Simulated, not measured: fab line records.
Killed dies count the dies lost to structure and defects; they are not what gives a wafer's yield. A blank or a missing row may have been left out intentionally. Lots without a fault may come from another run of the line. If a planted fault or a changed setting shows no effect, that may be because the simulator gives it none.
Struck lot and sound lot, side by side -- flow nand_harc -- 15 steps out of a route of 1159
Sound: these wafers, L731.2, L731.4, L731.6. The struck wafers were L739.1, L739.2, L739.4. The cause is given at the end.
Order at every step that has rows: each side's tool, ch and its chambers, its first start. Under that, the readings that differ: sound wafers -- struck wafers -- difference of the means -- sigmas: that difference in standard deviations of wafers without a fault.
alike: words and numbers the same on both sides, and readings whose means are apart by under 2 such deviations; not compared: readings that were withheld, readings missing a value for some wafer, numbers with overlapping values and no deviation given by the record, and bounds like >300 which may hide the same value.
Wherever a step has rows on one side only, a row that says differs or no value, or a row with sigmas, the two part there. Non-overlapping numbers with no deviation appear without sigmas and do not part them. A reading that every wafer of one side lacks parts them only if that side has two wafers or more.

first, 4 steps without rows for these wafers: NHARC_HYBRID_BOND_PRECLEAN_01 (cleans in DIW, time 300 s); NHARC_HYBRID_BOND_SRD_02 (time 30 s, dry time 20 s); NHARC_HYBRID_BOND_BOND_03; NHARC_HYBRID_BOND_ANNEAL_04 (time 7200 s).
NHARC_HYBRID_BOND_OVL_MEAS_05:
  sound on overlay-02 at day 21 05:03; struck on overlay-01 at day 22 23:43
reading,sound,struck,difference,sigmas
overlay_y_nm (nm),-65 -85 -7,5 74 6,+81,+2
  alike: overlay_x_nm
NHARC_HYBRID_BOND_INSPECT_06: inspects for defects (ir void).
  sound on defect_inspect-01 at day 21 05:07; struck on defect_inspect-02 at day 22 23:46
  alike: raw_defect_count
NHARC_THIN_TSV_GRIND_00:
  sound on grinder-01 ch 0, day 21 06:38; struck on grinder-01 ch 0, day 22 23:55
  alike: motor_current_A, slurry_flow_ml_min
NHARC_THIN_TSV_CMP_01: polishes.
  sound on cmp-04 ch 1,3, day 21 07:42; struck on cmp-01 ch 0,2,3, day 23 01:09
  alike: motor_current_A, slurry_flow_ml_min
  not compared: pad_life_wafers
NHARC_THIN_TSV_THK_MEAS_02: measures by ir.
  sound on film_metro-01 at day 21 07:57; struck on film_metro-02 at day 23 01:25
  alike: thk_nm
then, 3 steps without rows for these wafers: NHARC_THIN_TSV_SRD_03; NHARC_THIN_TSV_PRECLEAN_41 (cleans in SC1); NHARC_THIN_TSV_SRD_42.
NHARC_THIN_TSV_DEP_43: deposits SiO2, target thk 1328.5 nm.
  sound on pecvd-04 ch 0,2, day 21 08:13; struck on pecvd-04 ch 0,1, day 23 01:41
  no value came back on the struck wafers for chamber_pressure_Torr (Torr), flow_sccm (sccm), throttle_valve_pct (%); on the sound wafers chamber_pressure_Torr (Torr) reads 6.488 6.501 6.485
then, 1 step without rows for these wafers: NHARC_THIN_TSV_DEHYDRATE_04 (time 120 s).
NHARC_END_SORT_01:
  sound on prober-01 ch 0, day 22 07:48; struck on prober-02 ch 0, day 23 20:01
reading,sound,struck,difference,sigmas
hold,- - -,await_dispo/6.7h/scrap await_dispo/6.7h/scrap await_dispo/6.7h/scrap,no value on the sound wafers,
defect_limited_yield (%),96.8 97.5 97.9,0 0 0,-97,-75
killed_at_other,0 1 0,644 646 646,+645,+99 or more
killed_dies,22 17 14,677 677 677,+659,+73
sort_bin_2_pct (%),0.9 0.3 0.6,96.5 97.0 97.0,+96.2,+99 or more
sort_n_pass,655 660 663,0 0 0,-659,-73
sort_rim_yield_pct (%),99.1 99.1 97.2,0 0 0,-98,-58
sort_yield_pct (%),96.8 97.5 97.9,0 0 0,-97,-75
  alike: killed_at_array, killed_at_periphery, killed_open, killed_short, sort_bin_3_pct, sort_bin_4_pct

## WHERE THEY PART
At NHARC_HYBRID_BOND_OVL_MEAS_05 first; at NHARC_END_SORT_01 last (within this record only).

WHY: the cause the simulator had injected
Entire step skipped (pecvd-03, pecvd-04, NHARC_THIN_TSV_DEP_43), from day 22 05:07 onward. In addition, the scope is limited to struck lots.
